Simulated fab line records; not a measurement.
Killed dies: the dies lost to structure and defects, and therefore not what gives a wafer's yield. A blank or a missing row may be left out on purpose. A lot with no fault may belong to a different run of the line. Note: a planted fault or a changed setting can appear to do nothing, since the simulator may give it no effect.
Comparing a struck lot with a sound one :: flow n5_finfet :: 37 out of 1938 route steps
Sound: these wafers, L749.1, L749.4, L749.5. Wafers struck: L748.1, L748.3, L748.4. At the end, the cause is stated.
At each step with rows: each side's tool, then ch and its chambers, then its first start. Under that, the readings that differ: sound wafers :: struck wafers :: difference of the means :: sigmas: that difference in standard deviations of wafers without a fault.
alike: words and numbers the same on both sides, and readings whose means are apart by under 2 such deviations; not compared: readings that were withheld, readings missing a value for some wafer, numbers with overlapping values and no deviation given by the record, and bounds like >300 which may hide the same value.
The two part at a step that has a row with sigmas, a row that says differs or no value, or rows on one side only. Numbers that have no deviation but don't overlap get no sigmas and don't part them. A reading missing from all wafers of one side parts the sides only when that side holds two or more wafers.

first, 9 steps without rows for these wafers: N5_BEOL_M4_ANNEAL_95 (time 240 s); N5_BEOL_M4_SPUTTER_96 (material Cu, target thk 4.5 nm, time 8.29 s); N5_BEOL_M4_ECD_50 (material Cu, target thk 300 nm); N5_BEOL_M4_ANNEAL_51 (time 90 s); N5_BEOL_M4_CMP_52 (polishes, stops on SiOC, t overpolish 6.8 s, target thk 40 nm); N5_BEOL_M4_PRE_CLEAN_60 (time 15 s); N5_BEOL_M4_CO_CAP_55 (material Co, precursor CCTBA/H2, target thk 2 nm, time 102.1 s); N5_BEOL_M4_PRE_CLEAN_56 (time 15 s); N5_BEOL_M4_DEP_57 (deposits SiCN from 3MS/NH3, target thk 8 nm, time 14 s).
N5_BEOL_M4_RC_MEAS_101:
  sound on prober-01 ch 0, day 10 10:29; struck on prober-01 ch 0, day 10 03:49
  alike: DIBL_N, DIBL_P, IOFF_N, IOFF_P, ION_N, ION_P, SS_N, SS_P, VT_N, VT_P
then, 24 steps without rows for these wafers: N5_BEOL_M5_ILD_DEP_00 (deposits SiCOH lowk from DEMS/porogen, target thk 140.64 nm, time 25.9 s); N5_BEOL_M5_CURE_79 (cures SiCOH lowk, time 240 s); N5_BEOL_M5_PECVD_70 (deposits SiO2 from TEOS/O2, target thk 16 nm, time 18 s); N5_BEOL_M5_HM_DEP_02 (deposits TiN, target thk 20 nm); N5_BEOL_M5_COAT_59 (time 60 s, resist thk 60 nm); N5_BEOL_M5_COAT_60 (time 60 s, resist thk 12 nm); N5_BEOL_M5_COAT_71 (time 60 s, resist thk 5 nm); N5_BEOL_M5_COAT_05 (resist thk 30 nm); N5_BEOL_M5_EBR_07; N5_BEOL_M5_SOFTBAKE_06 (time 60 s); N5_BEOL_M5_EXPOSE_08 (exposes mask M5, target cd 28 nm); N5_BEOL_M5_PEB_09 (peb time 60 s); N5_BEOL_M5_DEVELOP_10 (develop time 30 s); N5_BEOL_M5_DESCUM_16 (chemistry O2, time 7 s); N5_BEOL_M5_ETCH_72 (etches underlayer in N2/H2, target depth 6.5 nm, time 5.2 s); N5_BEOL_M5_ETCH_61 (etches SiARC in CF4, target depth 15.6 nm, time 26 s); N5_BEOL_M5_ETCH_62 (etches SOC in N2/H2, target depth 75 nm, overetch 15 nm, time 112.5 s); N5_BEOL_M5_STRIP_63 (strips in N2/H2); N5_BEOL_M5_STRIP_73 (strips in N2/H2); N5_BEOL_M5_STRIP_64 (strips in CF4); N5_BEOL_M5_HM_OPEN_17 (chemistry Cl2/BCl3, target TiN, target depth 20 nm, overetch 6 nm); N5_BEOL_M5_STRIP_19 (strips in O2); N5_BEOL_M5_COAT_65 (time 60 s, resist thk 60 nm); N5_BEOL_M5_COAT_66 (time 60 s, resist thk 12 nm).
-- the record jumps here: 2 days lie between the struck wafers' starts before and after (it left off in module BEOL_M5 and takes up again in module BEOL_M9, whose first step shown is number 1462 of the route) --
N5_BEOL_M9_ECD_50: material Cu, target thk 318 nm.
  sound on ecd_cu-01 ch 0,1, day 12 07:02; struck on ecd_cu-02 ch 0,1, day 12 07:16
N5_BEOL_M9_CMP_52: polishes, stops on SiCOH lowk, t overpolish 7 s, target thk 140 nm.
  sound on cmp-01 ch 0,2, day 12 07:29; struck on cmp-03 ch 0,2,3, day 12 07:40
reading: time_to_endpoint_s (s)
sound: 64.0 60.5 68.9
struck: 2.7 2.5 2.8
difference: -61.8
sigmas: -21
  alike: motor_current_A
  not compared: pad_life_wafers
-- record jumps: 3 days separate the struck wafers' starts on either side; left off in module BEOL_M9, taken up again in module PASSIVATION, whose first shown step is the route's number 1936 --
N5_PASSIVATION_PROBE_49:
  record: rows for the struck wafers here (prober-01, day 15 03:40), none for the sound ones

WHERE THEY PART
At N5_BEOL_M9_CMP_52 first; at N5_PASSIVATION_PROBE_49 last (within this record only).

WHY: whatever the simulator had introduced
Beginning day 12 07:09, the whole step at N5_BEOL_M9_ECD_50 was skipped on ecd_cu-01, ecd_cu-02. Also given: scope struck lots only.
